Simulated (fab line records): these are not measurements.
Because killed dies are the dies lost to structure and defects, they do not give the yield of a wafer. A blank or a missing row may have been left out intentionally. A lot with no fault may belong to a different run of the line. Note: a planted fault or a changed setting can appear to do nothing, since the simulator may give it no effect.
Which of the tools did it? | flow nand harc | 36 wafers from 12 lots sampled at 5 of the route's 1159 steps

## WHAT THE GAUGES READ, wafer by wafer
NHARC_END_SORT_01.
lot  | measured     | on        | killed at array | killed at other | killed at periphery | killed dies | killed open | killed short
L314 | day 23 05:47 | prober-02 | 35 42 672       | 1 0 1           | 4 2 4               | 40 44 677   | 4 1 2       | 2 2 2
L311 | day 23 15:14 | prober-01 | 32 32 675       | 0 0 0           | 1 0 2               | 33 32 677   | 5 2 3       | 1 0 1
L317 | day 24 01:09 | prober-01 | 36              | 0               | 3                   | 39          | 4           | 0

## EACH LOT AND THE TOOL THAT RAN IT (in order: tool; ch and the chambers of the sampled wafers; start)
lot  | NHARC_A_STAIRCASE_ETCH_221                    | NHARC_A_STAIRCASE_TRIM_226                    | NHARC_A_STAIRCASE_TRIM_229         | NHARC_A_STAIRCASE_ETCH_236
L297 | rie diel-05 ch 0,1,3, day 10 21:22 or earlier | rie diel-05 ch 0,1,3, day 10 21:22 or earlier | rie diel-05 ch 2,3, day 10 21:22   | rie diel-05 ch 0,1, day 10 22:16
L301 | rie diel-08 ch 0,1,2, day 12 01:47 or earlier | rie diel-08 ch 0,1, day 12 01:47 or earlier   | rie diel-08 ch 0,1, day 12 01:47   | rie diel-08 ch 0,1,3, day 12 02:40
L302 | rie diel-13 ch 0,1,2, day 12 06:20 or earlier | rie diel-13 ch 0,2,3, day 12 06:20 or earlier | rie diel-08 ch 0,2,3, day 12 06:20 | rie diel-08 ch 1,2,3, day 12 07:19
L303 | rie diel-05 ch 1,2, day 13 05:38 or earlier   | rie diel-05 ch 0,2,3, day 13 05:38 or earlier | rie diel-05 ch 0,3, day 13 05:38   | rie diel-05 ch 0,1,2, day 13 06:32
L306 | rie diel-13 ch 1,2,3, day 13 12:32 or earlier | rie diel-13 ch 0,3, day 13 12:32 or earlier   | rie diel-05 ch 0,1, day 13 12:32   | rie diel-05 ch 0,2,3, day 13 13:26
L307 | rie diel-05 ch 0,2, day 14 00:31 or earlier   | rie diel-05 ch 1,2,3, day 14 00:31 or earlier | rie diel-05 ch 0,2,3, day 14 00:31 | rie diel-05 ch 0,2,3, day 14 01:26
L308 | rie diel-08 ch 1,2,3, day 14 07:50 or earlier | rie diel-08 ch 0,1,3, day 14 07:50 or earlier | rie diel-08 ch 0,1,3, day 14 07:50 | rie diel-08 ch 1,3, day 14 10:16
L310 | rie diel-13 ch 0,1,2, day 15 00:41 or earlier | rie diel-13 ch 0,2,3, day 15 00:41 or earlier | rie diel-08 ch 0,1, day 15 00:41   | rie diel-08 ch 1,2, day 15 01:49
L314 | rie diel-08 ch 0,2, day 15 06:58 or earlier   | rie diel-08 ch 0,2, day 15 06:58 or earlier   | rie diel-08 ch 0,1,3, day 15 06:58 | rie diel-08 ch 0,1,2, day 15 08:01
L311 | rie diel-13 ch 0,1,2, day 15 07:20 or earlier | rie diel-13 ch 2,3, day 15 07:20 or earlier   | rie diel-08 ch 0,3, day 15 07:20   | rie diel-08 ch 0,2,3, day 15 08:19
L317 | rie diel-05 ch 0,3, day 16 03:34 or earlier   | rie diel-05 ch 1,2,3, day 16 03:34 or earlier | rie diel-08 ch 0,1, day 16 03:34   | rie diel-08 ch 0,1, day 16 04:27
L320 | rie diel-05 ch 0,1,2, day 16 16:56 or earlier | rie diel-05 ch 2,3, day 16 16:56 or earlier   | rie diel-13 ch 0,1,2, day 16 16:56 | rie diel-13 ch 1,2, day 16 17:49
- NHARC_A_STAIRCASE_ETCH_221: etches the open film in C4F8/O2, target depth 100 nm, time 40.5 s.
- NHARC_A_STAIRCASE_TRIM_226: chemistry O2, time 211.2 s.
- NHARC_A_STAIRCASE_TRIM_229: chemistry O2, time 211.2 s.
- NHARC_A_STAIRCASE_ETCH_236: etches the open film in C4F8/O2, target depth 100 nm, time 40.5 s.

## AS READ BY THE TOOLS THEMSELVES (means over the sampled wafers that have a number; for cases with no such wafer, the mark the record gives instead)
NHARC_A_STAIRCASE_ETCH_221.
lot  | tool        | bias w (W) | chamber pressure mTorr (mTorr) | oes product au (a.u.) | rf vpp V (V)
L297 | rie diel-05 | 996.0      | 25.003                         | 0.942                 | 902
L301 | rie diel-08 | 1002.4     | 25.000                         | 0.913                 | 897
L302 | rie diel-13 | 999.3      | 24.990                         | 0.921                 | 892
L303 | rie diel-05 | 1002.3     | 25.021                         | 0.931                 | 901
L306 | rie diel-13 | 1000.0     | 25.004                         | 0.950                 | 896
L307 | rie diel-05 | 996.8      | 24.976                         | 0.923                 | 898
L308 | rie diel-08 | 999.6      | 25.013                         | 0.947                 | 894
L310 | rie diel-13 | 996.6      | 25.007                         | 0.924                 | 898
L314 | rie diel-08 | 1000.4     | 25.001                         | 0.932                 | 894
L311 | rie diel-13 | 998.9      | 25.002                         | 0.934                 | 899
L317 | rie diel-05 | 998.5      | 24.966                         | 0.935                 | 899
L320 | rie diel-05 | 1000.1     | 25.013                         | 0.923                 | 900

NHARC_A_STAIRCASE_TRIM_226.
lot  | tool        | chamber pressure mTorr (mTorr) | drypump motor current A (A) | oes product au (a.u.) | rf vpp V (V) | showerhead plenum p Torr (Torr) | throttle valve pct (%)
L297 | rie diel-05 | 60.01                          | 6.1                         | 1.005                 | 58.0         | 3.68                            | 17.038
L301 | rie diel-08 | 60.01                          | 5.7                         | 1.004                 | 58.0         | 3.66                            | 17.042
L302 | rie diel-13 | 60.00                          | 6.0                         | 0.998                 | 57.4         | 3.50                            | 17.038
L303 | rie diel-05 | 60.00                          | 6.0                         | 0.998                 | 59.0         | 3.61                            | 17.032
L306 | rie diel-13 | 60.01                          | 6.0                         | 0.999                 | 57.8         | 3.75                            | 17.029
L307 | rie diel-05 | 59.97                          | 5.9                         | 1.000                 | 58.7         | 3.60                            | 17.039
L308 | rie diel-08 | 60.03                          | 5.6                         | 1.000                 | 57.8         | 3.57                            | 17.030
L310 | rie diel-13 | 60.00                          | 6.0                         | 1.003                 | 58.5         | 3.66                            | 17.039
L314 | rie diel-08 | 60.00                          | 5.9                         | 0.999                 | 57.0         | 3.56                            | 17.034
L311 | rie diel-13 | 60.03                          | 6.2                         | 1.000                 | 57.9         | 3.61                            | 17.038
L317 | rie diel-05 | 60.03                          | 5.9                         | 0.996                 | 57.2         | 3.59                            | 17.033
L320 | rie diel-05 | 60.04                          | 5.8                         | 0.997                 | 58.1         | 3.53                            | 17.034

NHARC_A_STAIRCASE_TRIM_229.
lot  | tool        | chamber pressure mTorr (mTorr) | drypump motor current A (A) | oes product au (a.u.) | rf vpp V (V) | showerhead plenum p Torr (Torr) | throttle valve pct (%)
L297 | rie diel-05 | 60.02                          | 5.9                         | 1.009                 | 58.1         | 3.56                            | 17.035
L301 | rie diel-08 | 59.99                          | 5.5                         | 0.998                 | 57.0         | 3.64                            | 17.035
L302 | rie diel-08 | 59.96                          | 5.8                         | 1.004                 | 57.7         | 3.50                            | 17.035
L303 | rie diel-05 | 60.01                          | 6.2                         | 1.000                 | 58.4         | 3.62                            | 17.037
L306 | rie diel-05 | 59.93                          | 6.0                         | 0.994                 | 59.2         | 3.73                            | 17.035
L307 | rie diel-05 | 60.03                          | 6.0                         | 1.004                 | 57.8         | 3.61                            | 17.033
L308 | rie diel-08 | 60.02                          | 5.6                         | 0.996                 | 58.2         | 3.57                            | 17.034
L310 | rie diel-08 | 60.02                          | 5.7                         | 0.996                 | 58.1         | 3.64                            | 17.036
L314 | rie diel-08 | 60.05                          | 5.6                         | 0.996                 | 58.7         | 3.57                            | 17.037
L311 | rie diel-08 | 59.96                          | 5.9                         | 1.005                 | 57.5         | 3.58                            | 17.033
L317 | rie diel-08 | 59.99                          | 5.5                         | 0.997                 | 58.4         | 3.62                            | 17.031
L320 | rie diel-13 | 60.04                          | 6.0                         | 0.995                 | 58.3         | 3.58                            | 17.038

NHARC_A_STAIRCASE_ETCH_236.
lot  | tool        | bias w (W) | chamber pressure mTorr (mTorr) | oes product au (a.u.) | rf vpp V (V)
L297 | rie diel-05 | 998.0      | 25.009                         | 0.943                 | 904
L301 | rie diel-08 | 1000.5     | 25.018                         | 0.942                 | 898
L302 | rie diel-08 | 998.8      | 24.995                         | 0.945                 | 894
L303 | rie diel-05 | 1002.2     | 25.045                         | 0.940                 | 900
L306 | rie diel-05 | 998.7      | 25.013                         | 0.946                 | 899
L307 | rie diel-05 | 1000.9     | 24.976                         | 0.945                 | 899
L308 | rie diel-08 | 997.9      | 25.002                         | 0.927                 | 896
L310 | rie diel-08 | 1000.7     | 24.980                         | 0.936                 | 895
L314 | rie diel-08 | 1001.5     | 25.009                         | 1.010                 | 896
L311 | rie diel-08 | 999.2      | 25.024                         | 1.014                 | 894
L317 | rie diel-08 | 999.1      | 25.007                         | 1.078                 | 899
L320 | rie diel-13 | 1001.6     | 25.013                         | 0.938                 | 895

## THE ANSWER, worked out from the rows above alone
Rule: usual is defined by the lots themselves. The widest of any qualifying gaps counts: lots, ordered by their means at a reading, are off when they make up no more than a third of the lots, leave a main group of 4 or more, and stand apart from it by 3 or more times the standard deviation of that group's means. The tables above print the reading to a certain number of digits; a main group whose means all agree to those digits is not used. Also off: a lot with no number at a reading for which 4 or more lots have one. All remaining lots with rows at the step are treated as sound. After the gauges, taken in route order, come the tools' own readings; for these a lot's mean is taken, as printed above. The first step at which some lot is off is used, and at that step the reading that is off furthest; a lot without a number counts as furthest.
Off, at NHARC_A_STAIRCASE_ETCH_236 on oes product au: L314, L311, L317. The main group has a mean of 0.940 a.u. with a standard deviation of 0.0057.
A tool fits if, at that step or a process step before it, it ran every lot that is off, and no sound lot after the first of them. Because NHARC_A_STAIRCASE_ETCH_221 lacks a start for some lots, the hours and order of its lots are taken from NHARC_A_STAIRCASE_TRIM_229. Because NHARC_A_STAIRCASE_TRIM_226 lacks a start for some lots, the hours and order of its lots are taken from NHARC_A_STAIRCASE_TRIM_229. One fits: NHARC_A_STAIRCASE_TRIM_229 and NHARC_A_STAIRCASE_ETCH_236 on rie diel-08. At NHARC_A_STAIRCASE_TRIM_229 its last sound lot is L310 (day 15 00:41), its first lot that is off L314 (day 15 06:58): a fault that began between those two fits.

## WHAT THE SIMULATOR HAD PUT IN
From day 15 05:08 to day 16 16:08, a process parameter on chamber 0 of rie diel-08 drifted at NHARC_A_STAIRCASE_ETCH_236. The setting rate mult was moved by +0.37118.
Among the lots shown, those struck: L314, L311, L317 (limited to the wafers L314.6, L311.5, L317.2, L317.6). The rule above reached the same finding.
